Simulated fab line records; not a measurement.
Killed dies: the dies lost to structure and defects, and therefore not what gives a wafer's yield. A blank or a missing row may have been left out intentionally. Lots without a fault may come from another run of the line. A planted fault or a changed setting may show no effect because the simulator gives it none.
fab line records | flow n5_finfet | part 2 of 2: steps 5 to 6 of 6
record lots=17 | wafers=51 | last_day=17
route steps=1938 shown ZERO_LAYER@14 WELL_APT@31 PMOS_HMC_CHANNEL_EPI@68 FIN_SAQP@121
lots that met no fault: taken from a fault-free run of the same line
start_h: hours from the record's first day to the start of the lot's first wafer shown | wait_h: hours elapsed since this lot's preceding step | " unchanged from the row above | L1.1+2: a single row standing in for several wafers | - no value, or no start was given | * or withheld: withheld | < > ~ a bound
route shown NAME@n: names a module that has steps shown in the file, with the first one's number in the route | usual: mean/standard deviation taken from wafers without a fault | same: alike in all rows | chamber/n: place in a boat | sites: the reading at each site | _std_site: their standard deviation | _edge_site: outer sites' mean less inner sites' | radius_mm: how far each site lies from the wafer's centre | mask NAME#n: copy n | behind: the most recent tool/chamber to have shaped the wafer | hold: why the lot was held/for how many hours/how that ended | device: names the non-switching transistor (n, p or np) | end of line: the route-end tests of the same wafers | a step with no rows: only its recipe | killed: dies that structure and defects cost at the first sort, which is not the same as the wafer's yield | map: per-die view of a wafer (x killed, . not killed, _ where there is no die)
set.NAME: the setting that was run; set.NAME@STEP: the one run at that earlier step | model.NAME: the simulator's own value behind a step, which no gauge read
the route's steps for a sample of lots (tables are steps, rows are wafers)
services: from which hour (start_h, from the record's first day; less than 0 if before it) a tool's chamber was out of use, for how many hours, and why
## steps
# step N5_PMOS_HMC_CHANNEL_EPI_STRIP_33
# recipe chemistry=N2/H2 | power_w=500 | temp_c=40 | pressure_mtorr=50 | rf_frequency_hz=6e+07 | overash_fraction=0.3 | bias_power_w=8 | h2_frac=0.5 | n2_flow_sccm=300 | h2_flow_sccm=300
# usual drypump_motor_current_A=5.9/0.35 | n2_flow_sccm=300.1/0.84 | oes_product_au=0.75/0.065 | rf_vpp_V=54.1/1.8 | showerhead_plenum_p_Torr=3.39/0.11 | throttle_valve_pct=19.2/0.53
lot.wafer | tool        | chamber | start_h | wait_h | drypump_motor_current_A | n2_flow_sccm | oes_product_au | rf_hours_counter_h | rf_vpp_V | showerhead_plenum_p_Torr | throttle_valve_pct
L076.1    | rie_diel-01 | 1       | 30.21   | 0.0    | 5.7                     | 299.9        | 0.71           | 201                | 53.3     | 3.33                     | 19.3
L076.3    | "           | 3       | "       | "      | 6.4                     | 301.6        | 0.69           | 205                | 50.4     | 3.32                     | 18.6
L076.5    | "           | 1       | "       | "      | 5.7                     | 298.4        | 0.70           | -                  | 52.1     | 3.33                     | 19.3
L078.1    | rie_diel-02 | 0       | 41.78   | 0.0    | 5.9                     | 301.9        | 0.72           | 199                | 55.8     | 3.49                     | 19.3
L078.3    | "           | 2       | "       | "      | 6.0                     | 299.1        | 0.79           | 133                | 56.0     | 3.52                     | 19.4
L078.6    | "           | 2       | "       | "      | 6.0                     | 300.8        | 0.80           | -                  | 55.5     | 3.52                     | 19.4
L079.1    | rie_diel-02 | 0       | 47.22   | 0.0    | 5.9                     | 298.5        | 0.73           | 201                | 52.9     | 3.49                     | 19.3
L079.3    | "           | 2       | "       | "      | 6.0                     | 298.8        | 0.78           | 135                | 51.3     | 3.52                     | 19.4
L079.6    | "           | 0       | "       | "      | 6.0                     | 299.5        | 0.71           | -                  | 52.0     | 3.49                     | 19.3
L080.1    | rie_diel-02 | 3       | 53.40   | 0.0    | 5.7                     | 299.8        | 0.72           | 169                | 54.3     | 3.34                     | 19.9
L080.3    | "           | 1       | "       | "      | 5.7                     | 300.5        | 0.75           | 151                | 51.8     | 3.22                     | 19.5
L080.5    | "           | 2       | "       | "      | 6.0                     | 300.1        | 0.79           | -                  | 56.2     | 3.51                     | 19.5
L082.1    | rie_diel-01 | 1       | 66.32   | 0.0    | 5.6                     | 300.7        | 0.69           | 211                | 54.6     | 3.33                     | 19.3
L082.2    | "           | 2       | "       | "      | 5.5                     | 298.9        | 0.91           | 25                 | 56.7     | 3.45                     | 20.2
L082.3    | "           | 3       | "       | "      | 6.4                     | 300.4        | 0.69           | 217                | 52.9     | 3.32                     | 18.6
L084.2    | rie_diel-02 | 2       | 77.66   | 0.0    | 6.0                     | 300.6        | 0.78           | 145                | 49.6     | 3.51                     | 19.4
L084.3    | "           | 0       | "       | "      | 5.9                     | 300.4        | 0.70           | 212                | 56.3     | 3.48                     | 19.3
L084.5    | "           | 0       | "       | "      | 6.0                     | 300.9        | 0.72           | -                  | 53.5     | 3.48                     | 19.3
L085.3    | rie_diel-01 | 2       | 83.53   | 0.0    | 5.4                     | 299.2        | 0.88           | 31                 | 52.2     | 3.44                     | 20.2
L085.4    | "           | 1       | "       | "      | 5.6                     | 301.3        | 0.68           | -                  | 54.2     | 3.32                     | 19.3
L085.6    | "           | 0       | "       | "      | 5.1                     | 299.9        | 0.77           | -                  | 55.2     | 3.50                     | 18.9
L087.1    | rie_diel-03 | 2       | 95.39   | 0.0    | 6.4                     | 301.2        | 0.76           | 141                | 58.3     | 3.34                     | 18.4
L087.3    | "           | 1       | "       | "      | 5.7                     | 301.0        | 0.75           | 148                | 53.2     | 3.35                     | 19.2
L087.6    | "           | 2       | "       | "      | 6.4                     | 300.6        | 0.76           | -                  | 56.1     | 3.34                     | 18.4
L088.1    | rie_diel-02 | 0       | 101.83  | 0.0    | 6.0                     | 301.8        | 0.70           | 219                | 53.2     | 3.48                     | 19.3
L088.3    | "           | 1       | "       | "      | 5.7                     | 300.0        | 0.74           | 166                | 54.6     | 3.21                     | 19.6
L088.5    | "           | 1       | "       | "      | 5.7                     | 300.6        | 0.72           | -                  | 51.6     | 3.21                     | 19.6
L089.4    | rie_diel-02 | 2       | 108.27  | 0.0    | 6.0                     | 300.3        | 0.77           | 154                | 54.6     | 3.51                     | 19.4
L089.5    | "           | 2       | "       | "      | 6.0                     | 301.8        | 0.76           | -                  | 54.2     | 3.51                     | 19.4
L089.6    | "           | 3       | "       | "      | 5.7                     | 298.9        | 0.71           | -                  | 52.1     | 3.33                     | 19.9
L090.1    | rie_diel-02 | 2       | 113.66  | 0.0    | 6.0                     | 299.7        | 0.77           | 155                | 54.0     | 3.50                     | 19.5
L090.2    | "           | 1       | "       | "      | 5.7                     | 301.0        | 0.74           | 169                | 52.1     | 3.21                     | 19.6
L090.5    | "           | 0       | "       | "      | 6.0                     | 299.2        | 0.70           | -                  | 54.9     | 3.48                     | 19.3
L092.2    | rie_diel-03 | 2       | 125.61  | 0.0    | 6.4                     | 299.9        | 0.74           | 152                | 53.0     | 3.33                     | 18.4
L092.5    | "           | 0       | "       | "      | 6.1                     | 301.3        | 0.76           | -                  | 52.6     | 3.48                     | 18.4
L092.6    | "           | 1       | "       | "      | 5.7                     | 300.6        | 0.74           | -                  | 55.0     | 3.34                     | 19.2
L093.2    | rie_diel-02 | 3       | 131.57  | 0.0    | 5.8                     | 300.1        | 0.71           | 194                | 54.8     | 3.32                     | 19.9
L093.4    | "           | 1       | "       | "      | 5.7                     | 300.6        | 0.72           | 174                | 53.4     | 3.20                     | 19.6
L093.5    | "           | 0       | "       | "      | 5.9                     | 300.0        | 0.69           | -                  | 54.1     | 3.47                     | 19.3
L094.1    | rie_diel-03 | 3       | 137.88  | 0.0    | 6.6                     | 300.0        | 0.92           | 21                 | 52.8     | 3.56                     | 18.7
L094.4    | "           | 0       | "       | "      | 6.1                     | 300.0        | 0.76           | 149                | 53.0     | 3.48                     | 18.4
L094.6    | "           | 1       | "       | "      | 5.7                     | 300.6        | 0.74           | -                  | 56.5     | 3.34                     | 19.2
L095.1    | rie_diel-03 | 2       | 143.65  | 0.0    | 6.4                     | 299.0        | 0.73           | 156                | 52.8     | 3.33                     | 18.4
L095.3    | "           | 3       | "       | "      | 6.6                     | 301.1        | 0.91           | 23                 | 57.9     | 3.56                     | 18.7
L095.4    | "           | 1       | "       | "      | 5.7                     | 298.9        | 0.74           | 162                | 56.2     | 3.34                     | 19.2
L096.1    | rie_diel-01 | 0       | 149.91  | 0.0    | 5.2                     | 299.0        | 0.73           | 165                | 55.6     | 3.49                     | 18.9
L096.3    | "           | 1       | "       | "      | 5.6                     | 300.3        | 0.68           | 239                | 55.2     | 3.31                     | 19.3
L096.4    | "           | 3       | "       | "      | 6.4                     | 300.5        | 0.66           | 233                | 54.3     | 3.31                     | 18.7
L097.2    | rie_diel-03 | 0       | 155.13  | 0.0    | 6.1                     | 300.4        | 0.76           | 154                | 51.7     | 3.48                     | 18.4
L097.5    | "           | 2       | "       | "      | 6.4                     | 299.5        | 0.74           | -                  | 58.5     | 3.33                     | 18.5
L097.6    | "           | 3       | "       | "      | 6.6                     | 299.8        | 0.91           | -                  | 52.2     | 3.55                     | 18.7
# step N5_FIN_SAQP_STRIP_55
# recipe chemistry=N2/H2 | power_w=500 | temp_c=40 | pressure_mtorr=50 | rf_frequency_hz=6e+07 | overash_fraction=0.3 | bias_power_w=28 | h2_frac=0.5 | n2_flow_sccm=300 | h2_flow_sccm=300
# usual drypump_motor_current_A=5.7/0.58 | n2_flow_sccm=299.8/0.98 | oes_product_au=0.76/0.079 | rf_vpp_V=121.8/1.6 | showerhead_plenum_p_Torr=3.37/0.11 | throttle_valve_pct=19.1/0.35
lot.wafer | tool        | chamber | start_h | wait_h | drypump_motor_current_A | n2_flow_sccm | oes_product_au | rf_hours_counter_h | rf_vpp_V | showerhead_plenum_p_Torr | throttle_valve_pct
L076.1    | rie_diel-04 | 3       | 34.87   | 0.1    | 6.3                     | 300.0        | 0.83           | 72                 | 118.0    | 3.26                     | 19.6
L076.3    | "           | 0       | "       | "      | 6.7                     | 298.8        | 0.76           | 134                | 120.4    | 3.51                     | 19.0
L076.5    | "           | 2       | "       | "      | 5.6                     | 299.5        | 0.70           | -                  | 121.6    | 3.32                     | 19.0
L078.1    | rie_diel-04 | 2       | 46.34   | 0.1    | 5.7                     | 299.2        | 0.71           | 209                | 122.7    | 3.31                     | 19.0
L078.3    | "           | 0       | "       | "      | 6.7                     | 300.8        | 0.77           | 139                | 122.8    | 3.51                     | 19.0
L078.6    | "           | 3       | "       | "      | 6.2                     | 299.9        | 0.83           | -                  | 122.6    | 3.26                     | 19.6
L079.1    | rie_diel-04 | 1       | 51.78   | 0.1    | 5.8                     | 300.0        | 0.72           | 189                | 124.6    | 3.46                     | 19.3
L079.3    | "           | 2       | "       | "      | 5.6                     | 298.2        | 0.70           | 211                | 121.6    | 3.31                     | 19.0
L079.6    | "           | 1       | "       | "      | 5.8                     | 300.2        | 0.73           | -                  | 125.0    | 3.46                     | 19.3
L080.1    | rie_diel-04 | 3       | 58.11   | 0.4    | 6.2                     | 298.9        | 0.82           | 81                 | 121.9    | 3.26                     | 19.6
L080.3    | "           | 1       | "       | "      | 5.9                     | 299.0        | 0.73           | 192                | 124.4    | 3.46                     | 19.3
L080.5    | "           | 3       | "       | "      | 6.2                     | 298.8        | 0.82           | -                  | 121.7    | 3.26                     | 19.6
L082.1    | rie_diel-05 | 3       | 70.97   | 0.2    | 6.3                     | 301.8        | 0.71           | 228                | 121.7    | 3.47                     | 19.1
L082.2    | "           | 0       | "       | "      | 4.8                     | 300.3        | 0.71           | 202                | 119.5    | 3.20                     | 19.1
L082.3    | "           | 1       | "       | "      | 5.3                     | 300.4        | 0.70           | 213                | 117.5    | 3.20                     | 19.5
L084.2    | rie_diel-05 | 1       | 82.36   | 0.1    | 5.4                     | 300.5        | 0.69           | 217                | 120.8    | 3.20                     | 19.5
L084.3    | "           | 0       | "       | "      | 4.8                     | 299.4        | 0.69           | 205                | 120.1    | 3.20                     | 19.1
L084.5    | "           | 0       | "       | "      | 4.8                     | 300.9        | 0.69           | -                  | 118.5    | 3.20                     | 19.1
L085.3    | rie_diel-06 | 0       | 89.89   | 0.6    | 6.2                     | 300.7        | 0.72           | 213                | 119.5    | 3.34                     | 19.1
L085.4    | "           | 2       | "       | "      | 5.1                     | 299.4        | 0.84           | 55                 | 123.7    | 3.56                     | 19.1
L085.6    | "           | 2       | "       | "      | 5.1                     | 299.0        | 0.83           | -                  | 122.1    | 3.56                     | 19.1
L087.1    | rie_diel-06 | 0       | 99.99   | 0.1    | 6.3                     | 297.9        | 0.71           | 216                | 121.4    | 3.33                     | 19.1
L087.3    | "           | 3       | "       | "      | 5.9                     | 299.7        | 0.86           | 65                 | 123.8    | 3.41                     | 18.8
L087.6    | "           | 1       | "       | "      | 4.8                     | 300.1        | 0.74           | -                  | 120.2    | 3.33                     | 18.8
L088.1    | rie_diel-04 | 2       | 106.82  | 0.1    | 5.7                     | 299.6        | 0.69           | 230                | 121.5    | 3.30                     | 19.0
L088.3    | "           | 1       | "       | "      | 5.9                     | 300.3        | 0.71           | 209                | 123.8    | 3.45                     | 19.3
L088.5    | "           | 0       | "       | "      | 6.7                     | 301.3        | 0.75           | -                  | 121.1    | 3.49                     | 19.0
L089.4    | rie_diel-06 | 3       | 112.84  | 0.1    | 5.8                     | 301.9        | 0.84           | 70                 | 119.5    | 3.41                     | 18.8
L089.5    | "           | 3       | "       | "      | 5.9                     | 301.0        | 0.84           | -                  | 123.5    | 3.41                     | 18.7
L089.6    | "           | 2       | "       | "      | 5.1                     | 298.1        | 0.83           | -                  | 122.4    | 3.56                     | 19.1
L090.1    | rie_diel-06 | 2       | 118.40  | 0.1    | 5.1                     | 299.0        | 0.82           | 65                 | 123.1    | 3.56                     | 19.1
L090.2    | "           | 0       | "       | "      | 6.2                     | 301.7        | 0.71           | 223                | 121.2    | 3.33                     | 19.1
L090.5    | "           | 2       | "       | "      | 5.1                     | 298.8        | 0.81           | -                  | 123.3    | 3.56                     | 19.1
L092.2    | rie_diel-04 | 3       | 130.39  | 0.1    | 6.2                     | 299.8        | 0.80           | 104                | 118.9    | 3.24                     | 19.7
L092.5    | "           | 2       | "       | "      | 5.7                     | 299.2        | 0.68           | -                  | 120.3    | 3.30                     | 19.1
L092.6    | "           | 3       | "       | "      | 6.2                     | 298.1        | 0.79           | -                  | 120.2    | 3.24                     | 19.7
L093.2    | rie_diel-05 | 0       | 136.05  | 0.1    | 4.8                     | 299.8        | 0.67           | 226                | 118.2    | 3.19                     | 19.1
L093.4    | "           | 1       | "       | "      | 5.3                     | 300.8        | 0.66           | -                  | 120.7    | 3.19                     | 19.6
L093.5    | "           | 0       | "       | "      | 4.8                     | 300.1        | 0.68           | -                  | 122.2    | 3.19                     | 19.1
L094.1    | rie_diel-06 | 2       | 143.19  | 0.3    | 5.1                     | 299.2        | 0.81           | 75                 | 121.8    | 3.55                     | 19.1
L094.4    | "           | 1       | "       | "      | 4.8                     | 299.6        | 0.71           | 193                | 121.5    | 3.32                     | 18.8
L094.6    | "           | 1       | "       | "      | 4.8                     | 300.6        | 0.71           | -                  | 122.6    | 3.32                     | 18.8
L095.1    | rie_diel-04 | 1       | 148.45  | 0.1    | 5.9                     | 298.9        | 0.71           | 225                | 122.0    | 3.44                     | 19.3
L095.3    | "           | 2       | "       | "      | 5.6                     | 300.6        | 0.67           | 247                | 121.6    | 3.29                     | 19.1
L095.4    | "           | 0       | "       | "      | 6.7                     | 299.5        | 0.74           | 171                | 124.9    | 3.49                     | 19.1
L096.1    | rie_diel-04 | 1       | 155.11  | 0.1    | 5.9                     | 301.0        | 0.69           | 226                | 123.1    | 3.44                     | 19.3
L096.3    | "           | 3       | "       | "      | 6.2                     | 299.7        | 0.78           | 114                | 122.4    | 3.24                     | 19.6
L096.4    | "           | 2       | "       | "      | 5.7                     | 300.6        | 0.68           | 249                | 122.7    | 3.29                     | 19.1
L097.2    | rie_diel-05 | 2       | 161.31  | 0.1    | 5.3                     | 300.5        | 0.88           | 41                 | 122.5    | 3.41                     | 18.3
L097.5    | "           | 3       | "       | "      | 6.3                     | 300.9        | 1.00           | -                  | 121.6    | 3.45                     | 18.7
L097.6    | "           | 2       | "       | "      | 5.3                     | 300.3        | 0.87           | -                  | 122.7    | 3.41                     | 18.3
## services
tool            | chamber | start_h | hours | kind
rie_diel-01     | 3       | 4.56    | 7.8   | repair
rie_diel-06     | -       | 5.10    | 1.6   | repair
plasma_asher-02 | -       | 18.65   | 4.3   | pm
rie_diel-05     | 2       | 36.85   | -     | clean
rie_diel-05     | 2       | 36.85   | -     | consumable_replace:focus_ring
rie_diel-05     | 2       | 36.85   | 17.0  | scheduled_down
rie_diel-05     | 2       | 36.85   | 17.0  | vent_cycle
rie_diel-03     | 3       | 45.24   | -     | clean
rie_diel-03     | 3       | 45.24   | -     | consumable_replace:focus_ring
rie_diel-03     | 3       | 45.24   | -     | consumable_replace:showerhead
rie_diel-03     | 3       | 45.24   | 20.0  | scheduled_down
rie_diel-03     | 3       | 45.24   | 20.0  | vent_cycle
rie_diel-01     | 1       | 50.76   | 6.3   | repair
rie_diel-05     | -       | 61.60   | 0.2   | repair
rie_diel-01     | 3       | 70.53   | 31.2  | repair
plasma_asher-02 | -       | 126.47  | 15.6  | pm
rie_diel-05     | 3       | 133.54  | -     | clean
rie_diel-05     | 3       | 133.54  | -     | consumable_replace:focus_ring
rie_diel-04     | 0       | 138.65  | 5.3   | repair
rie_diel-01     | 0       | 140.58  | 7.1   | repair
rie_diel-01     | -       | 143.86  | 3.3   | repair
rie_diel-06     | 0       | 147.08  | 5.7   | repair
rie_diel-03     | 1       | 147.36  | 3.3   | repair
rie_diel-03     | -       | 160.73  | 0.5   | repair
